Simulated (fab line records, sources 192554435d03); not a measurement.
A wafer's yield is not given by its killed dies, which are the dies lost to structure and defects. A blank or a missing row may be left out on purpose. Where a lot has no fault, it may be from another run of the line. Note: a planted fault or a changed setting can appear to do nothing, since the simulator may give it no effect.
Split-lot experiment | flow n5 finfet | 7 lots, 39 wafers read, on a route of 1938 steps

ON THE SPLIT
At N5_FIN_SAQP_ETCH_65 (etches SiO2 in CF4, target depth 4 nm, time 4.4 s), the setting time s was moved away from the recipe's 4.4 s on 12 of the 39 wafers read, by -36.1% to +54.4%. The other wafers ran this setting at the recipe's value.

The reading is taken at the split's own step.

THE READING
etch.depth nm (the simulator's own value, which no gauge read), in nm, at N5_FIN_SAQP_ETCH_65 (etches SiO2 in CF4, target depth 4 nm, time 4.4 s). The file gives no usual value for it. Average 3.999 nm, standard deviation 0.049 nm, over the 27 wafers here run with the recipe.

wafer  | tool, chamber at the split | time s as run, s | against the recipe | etch.depth nm, nm | against lot-mates on the recipe
L075.1 | rie si-04, 1               | 4.4              | recipe             | 3.953             | -
L075.2 | rie si-04, 2               | 2.911            | -33.8%             | 2.636             | -1.312
L075.3 | rie si-04, 0               | 2.911            | -33.8%             | 2.652             | -1.296
L075.4 | rie si-04, 3               | 2.911            | -33.8%             | 2.673             | -1.275
L075.5 | rie si-04, 2               | 4.4              | recipe             | 3.979             | -
L075.6 | rie si-04, 1               | 4.4              | recipe             | 3.912             | -
L078.1 | rie si-03, 2               | 4.4              | recipe             | 4.058             | -
L078.4 | rie si-03, 0               | 4.4              | recipe             | 3.961             | -
L078.5 | rie si-03, 2               | 4.4              | recipe             | 4.049             | -
L082.1 | rie si-01, 3               | 4.4              | recipe             | 4.028             | -
L082.2 | rie si-01, 2               | 6.793            | +54.4%             | 6.109             | +2.125
L082.3 | rie si-01, 0               | 6.793            | +54.4%             | 6.13              | +2.146
L082.4 | rie si-01, 1               | 4.4              | recipe             | 3.892             | -
L082.5 | rie si-01, 3               | 4.4              | recipe             | 4.033             | -
L082.6 | rie si-01, 2               | 6.793            | +54.4%             | 6.058             | +2.074
L083.1 | rie si-03, 3               | 4.4              | recipe             | 3.986             | -
L083.2 | rie si-03, 0               | 4.4              | recipe             | 3.904             | -
L083.3 | rie si-03, 2               | 4.4              | recipe             | 4.032             | -
L083.4 | rie si-03, 1               | 4.4              | recipe             | 3.965             | -
L083.5 | rie si-03, 2               | 4.4              | recipe             | 4.036             | -
L083.6 | rie si-03, 1               | 4.4              | recipe             | 3.953             | -
L084.1 | rie si-01, 2               | 4.4              | recipe             | 4.013             | -
L084.2 | rie si-01, 0               | 4.4              | recipe             | 4                 | -
L084.3 | rie si-01, 3               | 4.4              | recipe             | 4.074             | -
L084.4 | rie si-01, 1               | 4.4              | recipe             | 4.015             | -
L084.5 | rie si-01, 2               | 4.4              | recipe             | 3.991             | -
L084.6 | rie si-01, 1               | 4.4              | recipe             | 3.975             | -
L086.1 | rie si-03, 2               | 5.246            | +19.2%             | 4.858             | +0.838
L086.2 | rie si-03, 0               | 5.246            | +19.2%             | 4.737             | +0.717
L086.3 | rie si-03, 1               | 4.4              | recipe             | 4.003             | -
L086.4 | rie si-03, 3               | 4.4              | recipe             | 3.987             | -
L086.5 | rie si-03, 1               | 5.246            | +19.2%             | 4.776             | +0.756
L086.6 | rie si-03, 2               | 4.4              | recipe             | 4.071             | -
L089.1 | rie si-03, 1               | 2.811            | -36.1%             | 2.603             | -1.430
L089.2 | rie si-03, 0               | 4.4              | recipe             | 4.002             | -
L089.3 | rie si-03, 3               | 2.811            | -36.1%             | 2.587             | -1.446
L089.4 | rie si-03, 2               | 4.4              | recipe             | 4.083             | -
L089.5 | rie si-03, 3               | 2.811            | -36.1%             | 2.593             | -1.440
L089.6 | rie si-03, 0               | 4.4              | recipe             | 4.013             | -

THE FIT
A straight line over all 39 wafers: etch.depth nm changes by +0.0391 nm for each +1% of time s; r = +1.00; the points scatter about the line by 0.048 nm.
The same after taking each lot's own level away (the mean of its wafers on the recipe; 39 wafers): +0.039 nm for each +1%; r = +1.00; scatter 0.042 nm.
On that fit, the largest move of time s shifts the reading by 2.1 nm.
The lots' own levels span 3.9480 to 4.0327 nm, that is 1.7 times the standard deviation above.
So the lot-to-lot level changes the slope little: the two slopes agree.
Check: +2.12 nm against its lot-mates is what the line predicts for one of the wafers moved furthest among these (+54.4%) when that wafer is left out of the fit. It came out at +2.12 nm against them.

THESE WAFERS: OTHER SPLITS
Note: prior to the reading, these wafers also went through further splits. Each is held against what the fit with the lots' levels taken away leaves over:
other split on the same wafers          | wafers away from the commonest value | r with etch.depth nm (lot level and that fit taken away)
N5_ZERO_LAYER_DEVELOP_10 develop time s | 12                                   | -0.24

FILE'S OWN FIT
etch.depth nm changes by +0.039 nm for each +1% of time s, r = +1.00.
